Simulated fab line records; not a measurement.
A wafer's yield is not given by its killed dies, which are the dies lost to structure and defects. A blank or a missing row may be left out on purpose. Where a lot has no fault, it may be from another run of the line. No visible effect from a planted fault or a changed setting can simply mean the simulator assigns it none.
A struck lot beside a sound one | flow n5-finfet | 17 out of 1938 route steps
Sound: wafers L963.3, L963.4, L963.5. Struck: wafer L970.6 (L970.3, L970.4, from the same lot, were not struck and are left out); the cause is given at the end.
Each step with rows lists, per side, the tool, then ch with its chambers, then its first start. Under that, the readings that differ: sound wafers | struck wafers | difference of the means | sigmas: that difference in standard deviations of wafers without a fault.
alike: readings whose means differ by less than 2 such deviations, and words and numbers that are the same on both sides. not compared: withheld readings, readings that some wafer has no value for, bounds like >300 that may hide the same value, and numbers for which the record gives no deviation and whose values overlap.
Wherever a step has rows on one side only, a row that says differs or no value, or a row with sigmas, the two part there. Numbers that have no deviation but don't overlap get no sigmas and don't part them. Lack of a reading on every wafer of one side parts them only where that side has two or more wafers.

first, 9 steps without rows for these wafers: N5_BEOL_M2_COAT_05 (resist thk 30 nm); N5_BEOL_M2_EBR_07; N5_BEOL_M2_SOFTBAKE_06 (time 60 s); N5_BEOL_M2_EXPOSE_08 (exposes mask M2); N5_BEOL_M2_PEB_09 (peb time 60 s); N5_BEOL_M2_DEVELOP_10 (develop time 30 s); N5_BEOL_M2_DESCUM_16 (chemistry O2, time 7 s); N5_BEOL_M2_ETCH_74 (etches underlayer in N2/H2, target depth 6.5 nm, time 5.2 s); N5_BEOL_M2_ETCH_63 (etches SiARC in CF4, target depth 15.6 nm, time 26 s).
N5_BEOL_M2_ETCH_64: etches SOC in N2/H2, target depth 75 nm, overetch 22.5 nm, time 121.9 s.
  sound on rie-diel-05 ch 1,2,3, day 8 08:55; struck on rie-diel-05 ch 2, day 10 08:43
  reading                                    | sound       | struck | difference | sigmas
  model.SiARC_of_BEOL_M2_COAT_62.thk-nm (nm) | 6.4 6.6 6.4 | 6.2    | -0.3       |
  alike: chamber-pressure-mTorr, drypump-motor-current-A, n2-flow-sccm, oes-product-au, rf-vpp-V, showerhead-plenum-p-Torr, throttle-valve-pct
  not compared: rf-hours-counter-h
then, 3 steps without rows for these wafers: N5_BEOL_M2_STRIP_65 (strips in N2/H2); N5_BEOL_M2_STRIP_75 (strips in N2/H2); N5_BEOL_M2_STRIP_66 (strips in CF4).
N5_BEOL_M2_HM_OPEN_17: chemistry Cl2/BCl3, target TiN, target depth 20 nm, overetch 6 nm.
  sound on rie-metal-01 ch 0,1, day 8 09:07; struck on rie-metal-01 ch 1, day 10 08:56
  reading                  | sound             | struck | difference | sigmas
  model.etch.depth-nm (nm) | 20.33 20.24 20.43 | 19.43  | -0.90      |
  alike: chamber-pressure-mTorr, drypump-motor-current-A, mfc-ar-sccm, oes-product-au, throttle-valve-pct
  not compared: rf-hours-counter-h
then, 1 step without rows for these wafers: N5_BEOL_M2_STRIP_19 (strips in O2).
N5_BEOL_M4_RC_MEAS_101:
  sound on prober-01 ch 0, day 9 20:59; struck on prober-02 ch 0, day 11 16:19
  alike: DIBL_N, DIBL_P, IOFF_N, IOFF_P, ION_N, ION_P, SS_N, SS_P, VT_N, VT_P
-- here the record skips 4 days between the struck wafers' starts before and after, leaving off in module BEOL_M4 and picking up in module PASSIVATION (first step shown: number 1936 of the route) --
N5_PASSIVATION_PROBE_49:
  rows exist in the record for the struck wafers here (prober-02, day 15 19:49), but not for the sound ones

## WHERE THEY PART
N5_PASSIVATION_PROBE_49 only, going by this record.

WHY: whatever the simulator had introduced
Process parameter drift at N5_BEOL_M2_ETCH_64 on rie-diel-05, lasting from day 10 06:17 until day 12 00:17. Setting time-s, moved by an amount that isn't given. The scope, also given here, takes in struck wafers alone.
